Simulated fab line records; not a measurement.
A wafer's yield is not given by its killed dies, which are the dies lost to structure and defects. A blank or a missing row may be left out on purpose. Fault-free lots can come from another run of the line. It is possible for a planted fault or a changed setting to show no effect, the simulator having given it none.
Matching of chambers    flow n5Finfet    N5_BEOL_M15_VIA_ETCH_16 on rieDiel-01 has 4 sister chambers
The step etches SiO2 in C4F8/O2/Ar, target depth 1792.2 nm. 4 wafers are shown with their chamber, then 7 later ones without.

## WAFERS, EACH WITH ITS CHAMBER
wafer   chamber  showerheadPlenumPTorr (Torr)
L080.3  0        3.61
L083.6  3        3.31
L084.2  2        3.37
L084.4  1        3.50

## WAFERS MISSING THEIR CHAMBER
wafer   showerheadPlenumPTorr (Torr)
L084.5  3.50
L091.2  3.60
L091.4  3.30
L091.6  3.60
L093.1  3.36
L093.4  3.50
L093.6  3.60

## THE CHAMBER EACH PASSED THROUGH
wafer   from the rows above  in truth
L084.5  1                    1
L091.2  0                    0
L091.4  3                    3
L091.6  0                    0
L093.1  2                    2
L093.4  1                    1
L093.6  0                    0
7 of 7 placed correctly. Can't be placed from these rows: 0. Wrongly placed: 0.
How it was worked out, from the rows above alone: a wafer's distance from a chamber is the root of the sum, over the readings, of the square of ((its reading less the chamber's mean) divided by the reading's scatter). The wafer belongs to the nearest chamber; if the next one is less than 2 further off, it can't be placed. Each chamber's mean is taken over the wafers shown for it. The scatter: with one shown wafer a chamber, the root of the mean of the squares of how far each hidden wafer lies from its nearest shown one.
